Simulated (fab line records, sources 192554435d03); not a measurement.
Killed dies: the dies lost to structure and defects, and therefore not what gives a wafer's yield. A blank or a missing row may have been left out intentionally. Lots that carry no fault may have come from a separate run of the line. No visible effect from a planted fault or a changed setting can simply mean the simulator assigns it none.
A struck lot beside a sound one | flow n5-finfet | 38 out of 1938 route steps
Sound: the wafers L837.1, L837.3, L837.4. Struck: wafer L843.5 (left out: L843.4, L843.6 of the same lot, which were not struck); the cause appears at the end.
For every step that has rows: the tool of each side, followed by ch and its chambers, followed by its first start. Under that, the readings that differ: sound wafers | struck wafers | difference of the means | sigmas: that difference in standard deviations of wafers without a fault.
alike: words and numbers the same on both sides, and readings whose means are apart by under 2 such deviations; not compared: readings that were withheld, readings missing a value for some wafer, numbers with overlapping values and no deviation given by the record, and bounds like >300 which may hide the same value.
The two part at a step that has a row with sigmas, a row that says differs or no value, or rows on one side only. When numbers do not overlap yet have no deviation, they are printed without sigmas and do not part them. Lack of a reading on every wafer of one side parts them only where that side has two or more wafers.

first, 10 steps without rows for these wafers: N5_PMOS_HMC_CHANNEL_EPI_PRECLEAN_37 (cleans in O3/DIW, time 45 s); N5_PMOS_HMC_CHANNEL_EPI_PRECLEAN_24 (cleans in DHF, time 30 s); N5_PMOS_HMC_CHANNEL_EPI_SRD_25 (time 30 s); N5_PMOS_HMC_CHANNEL_EPI_EPI_26 (deposits Si from SiH4/H2, target thk 3.8 nm, time 22.7 s); N5_FIN_SAQP_PRECLEAN_42 (cleans in O3/DIW, time 60 s); N5_FIN_SAQP_PRECLEAN_00 (cleans in SC1, time 60 s); N5_FIN_SAQP_PRECLEAN_44 (cleans in SC2, time 45 s); N5_FIN_SAQP_SRD_01 (time 30 s); N5_FIN_SAQP_ALD_61 (deposits SiO2, target thk 4 nm, pulse time 1 s, purge time 2 s); N5_FIN_SAQP_DENSIFY_62 (time 60 s).
N5_FIN_SAQP_HM_DEP_03: deposits SiNx from SiH4/NH3/N2, target thk 38 nm, time 33.6 s.
  sound on pecvd-03 ch 0,1, day 5 09:47; struck on pecvd-03 ch 1, day 6 21:32
  reading                                      | sound            | struck | difference | sigmas
  model.SiNx_of_FIN_SAQP_HM_DEP_03.thk-nm (nm) | 38.08 38.59 38.7 | 41.01  | +2.55      |
  alike: heater-power-w, showerhead-plenum-p-Torr, susceptor-temp-C, throttle-valve-pct
N5_FIN_SAQP_THK_MEAS_05:
  struck on film-metro-02, day 6 21:36; sound on film-metro-01, day 5 09:53
  reading     | sound          | struck | difference | sigmas
  thk-nm (nm) | 38.1 38.6 38.7 | 41.0   | +2.5       | +5
then, 24 steps without rows for these wafers: N5_FIN_SAQP_PECVD_47 (deposits a-Si from SiH4/He, target thk 45 nm, time 36.3 s); N5_FIN_SAQP_PECVD_48 (deposits SiNx from SiH4/NH3/N2, target thk 25 nm, time 22.1 s); N5_FIN_SAQP_PECVD_06 (deposits a-Si from SiH4/He, target thk 60 nm, time 48.1 s); N5_FIN_SAQP_HM_DEP_72 (deposits SiO2 from SiH4/N2O, target thk 12 nm, time 7.2 s); N5_FIN_SAQP_COAT_49 (time 60 s, resist thk 100 nm); N5_FIN_SAQP_COAT_50 (time 60 s, resist thk 35 nm); N5_FIN_SAQP_COAT_10 (resist thk 90 nm); N5_FIN_SAQP_EBR_12; N5_FIN_SAQP_SOFTBAKE_11 (time 60 s); N5_FIN_SAQP_EXPOSE_13 (exposes mask FIN CORE, target cd 35.6 nm); N5_FIN_SAQP_PEB_14 (peb time 60 s); N5_FIN_SAQP_DEVELOP_15 (develop time 30 s); N5_FIN_SAQP_DESCUM_21 (chemistry O2, time 7.9 s); N5_FIN_SAQP_ETCH_51 (etches SiARC in CF4, target depth 45.5 nm, time 75.8 s); N5_FIN_SAQP_ETCH_52 (etches SOC in N2/H2, target depth 100 nm, overetch 20 nm, time 150 s); N5_FIN_SAQP_STRIP_53 (strips in N2/H2); N5_FIN_SAQP_HM_OPEN_73 (chemistry CHF3/O2, target SiO2, stops on a-Si, target depth 12 nm, time 16.8 s); N5_FIN_SAQP_STRIP_74 (strips in CHF3/O2); N5_FIN_SAQP_MANDREL_ETCH_22 (etches a-Si in HBr/Cl2, stops on SiNx, target depth 60 nm, bt time 10 s, time 30 s); N5_FIN_SAQP_STRIP_55 (strips in N2/H2); N5_FIN_SAQP_STRIP_23 (strips in SPM, time 750 s); N5_FIN_SAQP_SRD_66 (time 30 s); N5_FIN_SAQP_RECESS_75 (chemistry HF/NH3, target SiO2, target depth 14.4 nm, afs cycles 3, sublimation time 60 s); N5_FIN_SAQP_SPACER1_ALD_24 (deposits SiO2, target thk 20.3 nm, pulse time 1 s, purge time 2 s).
N5_FIN_SAQP_HM_OPEN_33: chemistry CH3F/O2, target SiNx, target depth 49.4 nm, time 70.6 s.
  sound on rie-diel-06 ch 0,1,2, day 5 17:03; struck on rie-diel-05 ch 3, day 7 02:17
  reading                  | sound             | struck | difference | sigmas
  etch-rf-on-time-s (s)    | 68.9 69.7 69.3    | 75.5   | +6.2       | +4
  oes_f_703_au (a.u.)      | 0.92 0.86 0.88    | 0.69   | -0.20      | -2
  oes-product-au (a.u.)    | 0.79 0.76 0.75    | 0.59   | -0.18      | -2
  throttle-valve-pct (%)   | 15.97 16.28 16.09 | 16.67  | +0.56      | +2
  model.etch.depth-nm (nm) | 37.45 37.96 37.97 | 40.24  | +2.45      |
  alike: drypump-motor-current-A, rf-vpp-V, showerhead-plenum-p-Torr
  not compared: rf-hours-counter-h
N5_STI_FIN_REVEAL_RECESS_09: chemistry HF/NH3, target SiO2, afs cycles 11, target depth 42.5 nm, sublimation time 60 s.
  sound on vapor-etch-01 ch 0,1, day 6 01:31; struck on vapor-etch-02 ch 1, day 7 11:14
  reading                                      | sound          | struck | difference | sigmas
  model.SiNx_of_FIN_SAQP_HM_DEP_03.thk-nm (nm) | 17.8 18.8 18.8 | 20.8   | +2.3       |
  alike: drypump-motor-current-A, sublimation-temp-c

== WHERE THEY PART ==
Earliest at N5_FIN_SAQP_THK_MEAS_05; latest, in this record, at N5_FIN_SAQP_HM_OPEN_33. Later steps at which nothing parts them and some readings are alike: N5_STI_FIN_REVEAL_RECESS_09.

WHY: what the simulator had put in
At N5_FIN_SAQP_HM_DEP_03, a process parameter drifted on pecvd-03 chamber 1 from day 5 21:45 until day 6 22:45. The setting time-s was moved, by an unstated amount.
